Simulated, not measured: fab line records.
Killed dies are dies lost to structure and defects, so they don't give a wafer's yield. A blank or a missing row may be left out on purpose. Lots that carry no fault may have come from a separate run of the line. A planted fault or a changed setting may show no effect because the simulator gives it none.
fab line records	flow n5Finfet
[record] lots = 7	wafers = 21	lastDay = 18
route steps=1938 shown BEOL_M5@1112
lots that met no fault: taken from a fault-free run of the same line
startH: start of the lot's first displayed wafer, in hours after the record's first day	waitH: hours elapsed since this lot's preceding step	" unchanged from the row above	L1.1+2: several wafers, shown together as one row	- no value, or no start was given	* or withheld: withheld	< > ~ a bound
route shown NAME@n: names a module that has steps shown in the file, with the first one's number in the route	usual: mean and standard deviation over wafers with no fault	same: alike in all rows	chamber/n: place in a boat	sites: per-site readings	_std_site: the standard deviation of these	_edge_site: inner sites' mean taken away from outer sites' mean	radiusMm: how far each site lies from the wafer's centre	mask NAME#n: copy n	behind: the tool/chamber that last shaped the wafer	hold: reason for holding the lot/hours on hold/outcome of the hold	device: the transistor (n, p or np) that didn't switch	end of line: the same wafers' tests at the end of the route	a step without rows: its recipe alone	killed: not the wafer's yield, but the dies lost to structure and defects at the first sort	map: a wafer's dies, x killed, . not, _ none there
set.NAME: the setting as run; set.NAME@STEP: as run at that earlier step	model.NAME: the simulator's own value behind a step, which no gauge read
lots seen at some steps along the route; tables by step, rows by wafer
services: the hour from which a tool's chamber was out of use, counted from the record's first day as startH (under 0 if before that day), plus the number of hours and why
[[steps]]
[step N5_BEOL_M5_ILD_DEP_00]
[recipe] material = SiCOH_lowk	targetThkA = 1406.4	tempC = 300	precursor = DEMS/porogen	pressureTorr = 5	rfW = 500	timeS = 25.9
[usual] heaterPowerOuterW = 148/26	heaterPowerW = 331/41	rfFwdPowerW = 495.1/1.8	showerheadPlenumPTorr = 5.735/0.014	throttleValvePct = 13.6/0.8
lot.wafer	tool	chamber	startH	waitH	heaterPowerOuterW	heaterPowerW	rfFwdPowerW	showerheadPlenumPTorr	throttleValvePct
L368.1	pecvd-03	1	175.43	0.8	122	282	495.1	5.720	14.8
L368.2	"	0	"	"	166	367	495.9	5.724	13.6
L368.5	"	0	"	"	164	359	495.9	5.728	13.2
L377.1	pecvd-01	2	232.22	0.8	193	370	499.1	5.726	12.4
L377.3	"	0	"	"	136	302	495.0	5.759	14.0
L377.5	"	0	"	"	138	307	497.7	5.739	14.3
L383.1	pecvd-02	1	274.77	0.8	179	355	493.5	5.732	14.2
L383.2	"	0	"	"	158	333	493.0	5.727	14.0
L383.6	"	2	"	"	128	289	495.2	5.723	13.6
L385.3	pecvd-03	2	278.72	0.5	97	253	496.0	5.719	12.6
L385.5	"	2	"	"	101	257	492.6	5.737	12.7
L385.6	"	0	"	"	188	402	495.6	5.727	13.6
L386.1	pecvd-01	2	294.79	0.8	146	306	496.2	5.715	12.4
L386.2	"	0	"	"	143	308	493.3	5.749	14.2
L386.4	"	1	"	"	162	388	496.4	5.751	13.1
L389.1	pecvd-03	1	297.81	0.8	114	277	495.3	5.723	14.9
L389.5	"	2	"	"	110	264	495.4	5.726	12.8
L389.6	"	1	"	"	120	286	493.9	5.716	14.7
L391.1	pecvd-01	1	321.20	0.8	173	395	497.0	5.756	13.1
L391.3	"	0	"	"	127	290	496.4	5.763	14.3
L391.6	"	1	"	"	110	332	496.5	5.754	13.1
[step N5_BEOL_M5_CURE_79]
[recipe] tempC = 385	timeS = 240	ambient = He/Ar	material = SiCOH_lowk
[usual] lampPowerPct = 52.31/0.058	wafer_temp_C_max = 386.8/0.43
lot.wafer	tool	chamber	startH	waitH	lampPowerPct	wafer_temp_C_max
L368.1	uvCure-02	1	175.49	0.0	52.27	387.0
L368.2	"	1	"	"	52.25	387.2
L368.5	"	1	"	"	52.33	387.3
L377.1	uvCure-03	1	232.42	0.2	52.38	386.1
L377.3	"	1	"	"	52.32	386.9
L377.5	"	1	"	"	52.19	386.6
L383.1	uvCure-03	1	274.83	0.0	52.37	386.5
L383.2	"	1	"	"	52.32	386.7
L383.6	"	1	"	"	52.32	386.2
L385.3	uvCure-03	1	278.94	0.2	52.18	386.1
L385.5	"	1	"	"	52.34	386.3
L385.6	"	1	"	"	52.27	386.2
L386.1	uvCure-02	0	294.85	0.0	52.26	386.5
L386.2	"	0	"	"	52.35	386.5
L386.4	"	0	"	"	52.37	387.1
L389.1	uvCure-02	2	297.87	0.0	52.27	387.2
L389.5	"	2	"	"	52.35	386.8
L389.6	"	2	"	"	52.36	387.1
L391.1	uvCure-01	2	321.26	0.0	52.24	386.7
L391.3	"	2	"	"	52.33	386.3
L391.6	"	2	"	"	52.38	386.7
[step N5_BEOL_M5_THK_MEAS_01]
[recipe] reads = SiCOH_lowk_of_BEOL_M5_ILD_DEP_00
[usual] M5_ILD_THK = 120.8/1.6
lot.wafer	tool	chamber	startH	waitH	M5_ILD_THK[nm]
L368.1	filmMetro-02	-	176.00	0.4	119.8
L368.2	"	-	"	"	118.3
L368.5	"	-	"	"	118.0
L377.1	filmMetro-02	-	232.93	0.4	118.4
L377.3	"	-	"	"	120.2
L377.5	"	-	"	"	122.9
L383.1	filmMetro-01	-	275.34	0.4	118.7
L383.2	"	-	"	"	119.3
L383.6	"	-	"	"	120.2
L385.3	filmMetro-02	-	279.30	0.3	120.6
L385.5	"	-	"	"	121.7
L385.6	"	-	"	"	121.3
L386.1	filmMetro-01	-	295.36	0.4	118.6
L386.2	"	-	"	"	119.2
L386.4	"	-	"	"	121.1
L389.1	filmMetro-01	-	298.38	0.4	121.3
L389.5	"	-	"	"	124.3
L389.6	"	-	"	"	124.0
L391.1	filmMetro-02	-	321.77	0.4	121.9
L391.3	"	-	"	"	121.2
L391.6	"	-	"	"	122.2
[step N5_BEOL_M5_PECVD_70]
[recipe] material = SiO2	targetThkA = 160	tempC = 400	precursor = TEOS/O2	pressureTorr = 5.5	rfW = 450	teosFlowSccm = 53.8	gas = O2	flowSccm = 3000	timeS = 18
[usual] heaterPowerOuterW = 431/50	heaterPowerW = 749/75	rfFwdPowerW = 445.5/1.4	showerheadPlenumPTorr = 8.79/0.054	throttleValvePct = 21.6/1.2
lot.wafer	tool	chamber	startH	waitH	heaterPowerOuterW	heaterPowerW	rfFwdPowerW	showerheadPlenumPTorr	throttleValvePct
L368.1	pecvd-01	1	176.04	0.0	418	808	445.6	8.84	20.9
L368.2	"	2	"	"	450	726	445.4	8.74	20.0
L368.5	"	2	"	"	456	749	445.5	8.75	20.3
L377.1	pecvd-03	2	232.97	0.0	384	681	447.0	8.77	20.4
L377.3	"	1	"	"	426	721	444.3	8.71	23.9
L377.5	"	2	"	"	382	697	445.0	8.80	20.4
L383.1	pecvd-01	2	275.38	0.0	511	832	445.8	8.75	20.0
L383.2	"	0	"	"	406	720	444.8	8.86	23.2
L383.6	"	2	"	"	522	823	446.6	8.70	20.1
L385.3	pecvd-01	2	279.33	0.0	506	794	446.1	8.75	20.3
L385.5	"	0	"	"	329	590	446.2	8.84	23.0
L385.6	"	1	"	"	439	831	447.1	8.87	21.2
L386.1	pecvd-01	0	295.40	0.0	403	700	445.2	8.79	23.0
L386.2	"	1	"	"	426	809	445.4	8.85	20.8
L386.4	"	0	"	"	404	702	445.8	8.80	23.1
L389.1	pecvd-01	1	298.42	0.0	388	766	444.7	8.86	20.9
L389.5	"	0	"	"	383	677	448.7	8.84	22.9
L389.6	"	2	"	"	512	805	446.7	8.74	20.5
L391.1	pecvd-02	2	321.81	0.0	417	694	447.5	8.73	21.6
L391.3	"	1	"	"	446	740	445.3	8.73	23.0
L391.6	"	2	"	"	410	702	446.1	8.73	21.6
[step N5_BEOL_M5_HM_DEP_02]
[recipe] material = TiN	targetThkA = 200	tempC = 25	chamberPressurePa = 0.49996
[usual] throttleValvePct = 29.9/0.96
lot.wafer	tool	chamber	startH	waitH	throttleValvePct
L368.1	pvdSputter-01	-	176.91	0.9	30.4
L368.2	"	-	"	"	29.6
L368.5	"	-	"	"	29.1
L377.1	pvdSputter-01	-	234.42	1.4	30.0
L377.3	"	-	"	"	30.2
L377.5	"	-	"	"	30.0
L383.1	pvdSputter-01	-	276.54	1.1	30.1
L383.2	"	-	"	"	30.2
L383.6	"	-	"	"	29.1
L385.3	pvdSputter-02	-	279.74	0.4	32.7
L385.5	"	-	"	"	31.0
L385.6	"	-	"	"	32.6
L386.1	pvdSputter-01	-	296.14	0.7	29.9
L386.2	"	-	"	"	30.3
L386.4	"	-	"	"	29.3
L389.1	pvdSputter-01	-	298.84	0.4	29.6
L389.5	"	-	"	"	30.1
L389.6	"	-	"	"	29.1
L391.1	pvdSputter-03	-	322.80	1.0	29.9
L391.3	"	-	"	"	31.2
L391.6	"	-	"	"	29.0
[step N5_BEOL_M5_COAT_59]
[recipe] resist = SOC	tempC = 250	timeS = 60	spinRpm = 1500	resistThkNm = 60
[step N5_BEOL_M5_COAT_60]
[recipe] resist = SiARC	tempC = 220	timeS = 60	spinRpm = 1500	resistThkNm = 12
[step N5_BEOL_M5_COAT_71]
[recipe] resist = underlayer	tempC = 205	timeS = 60	spinRpm = 1500	resistThkNm = 5
[step N5_BEOL_M5_COAT_05]
[recipe] resist = CAR-EUV	spinRpm = 1500	resistThkNm = 30
[step N5_BEOL_M5_EBR_07]
[recipe] solvent = PGMEA	ebrWidthMm = 1.5
[step N5_BEOL_M5_SOFTBAKE_06]
[recipe] tempC = 110	timeS = 60	resist = CAR-EUV
[step N5_BEOL_M5_EXPOSE_08]
[recipe] maskId = M5	na = 0.33	sourceShape = annular	sigmaInner = 0.4	sigmaOuter = 0.8	polarization = unpolarized	targetCdNm = 28	doseMj = 35.75
[step N5_BEOL_M5_PEB_09]
[recipe] pebTempC = 100	pebTimeS = 60	resist = CAR-EUV
[usual] chillPlateTempC = 23.00/0.11	exhaustPa = 44.8/0.76
lot.wafer	tool	chamber	startH	waitH	chillPlateTempC	exhaustPa
L368.1	lithoTrack-04	0	177.23	0.1	23.11	45.4
L368.2	"	0	"	"	22.91	45.6
L368.5	"	0	"	"	23.02	44.2
L377.1	lithoTrack-02	0	234.75	0.1	22.99	43.7
L377.3	"	0	"	"	23.04	44.6
L377.5	"	0	"	"	23.01	43.1
L383.1	lithoTrack-02	-	276.99	0.1	-	-
L383.2	"	-	"	"	-	-
L383.6	"	-	"	"	-	-
L385.3	lithoTrack-02	-	280.19	0.0	-	-
L385.5	"	-	"	"	-	-
L385.6	"	-	"	"	-	-
L386.1	lithoTrack-05	-	296.46	0.1	-	-
L386.2	"	-	"	"	-	-
L386.4	"	-	"	"	-	-
L389.1	lithoTrack-05	0	299.16	0.1	22.84	45.2
L389.5	"	0	"	"	22.91	45.2
L389.6	"	0	"	"	22.81	44.1
L391.1	lithoTrack-02	0	323.24	0.1	22.99	45.2
L391.3	"	0	"	"	22.87	43.8
L391.6	"	0	"	"	23.00	44.1
[step N5_BEOL_M5_DEVELOP_10]
[recipe] developTimeS = 30	developer = TMAH	resist = CAR-EUV	rinseLiquid = surfactantRinse	dry = airSpin	devTempC = 23
[[services]]
tool	chamber	startH	hours	kind
pecvd-01	0	198.82	5.5	scheduledDown
uvCure-03	-	198.98	2.1	pm
pecvd-03	-	200.23	0.3	repair
pecvd-03	2	202.38	-	clean
pecvd-03	2	202.38	-	consumableReplace:showerhead
pecvd-03	2	202.38	29.0	scheduledDown
pecvd-03	2	202.38	29.0	ventCycle
pecvd-02	1	223.15	5.0	scheduledDown
pecvd-02	2	240.30	5.0	scheduledDown
pecvd-02	-	241.56	0.4	repair
uvCure-02	-	256.17	13.8	repair
pecvd-03	-	267.09	6.0	pm
pecvd-01	1	279.43	5.5	scheduledDown
pvdSputter-02	-	281.56	1.6	repair
uvCure-03	-	284.52	24.9	pm
lithoTrack-04	-	285.79	-	consumableReplace:filter
pecvd-02	-	288.38	2.8	pm
uvCure-01	-	308.10	6.0	pm
[[key]]
[firstSign] step = N5_BEOL_M5_PEB_09	reading = toolRecord	direction = missing
effect none on later readings
metAt N5_BEOL_M5_PEB_09
struckWafers L383.1,L383.2,L383.6,L385.3,L385.5,L385.6,L386.1,L386.2,L386.4
laterRowsLeftOut L383.1,L383.2,L383.6,L385.3,L385.5,L385.6,L386.1,L386.2,L386.4
sortLeftOut L383.1,L383.2,L383.6,L385.3,L385.5,L385.6,L386.1,L386.2,L386.4
onsetBetween 234.75 276.99
[fault] kind = skippedStepWhole	tool = lithoTrack-02,lithoTrack-05	chamber = -	onsetH = 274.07	steps = N5_BEOL_M5_PEB_09	scope = struckLotsOnly
// sortLeftOut: the simulated sort isn't trusted on such a fault, so these wafers' sort isn't shown, and their yield isn't known
// laterRowsLeftOut: the simulator's readings of these wafers behind a module that went badly wrong aren't trusted and aren't shown, but for the sort
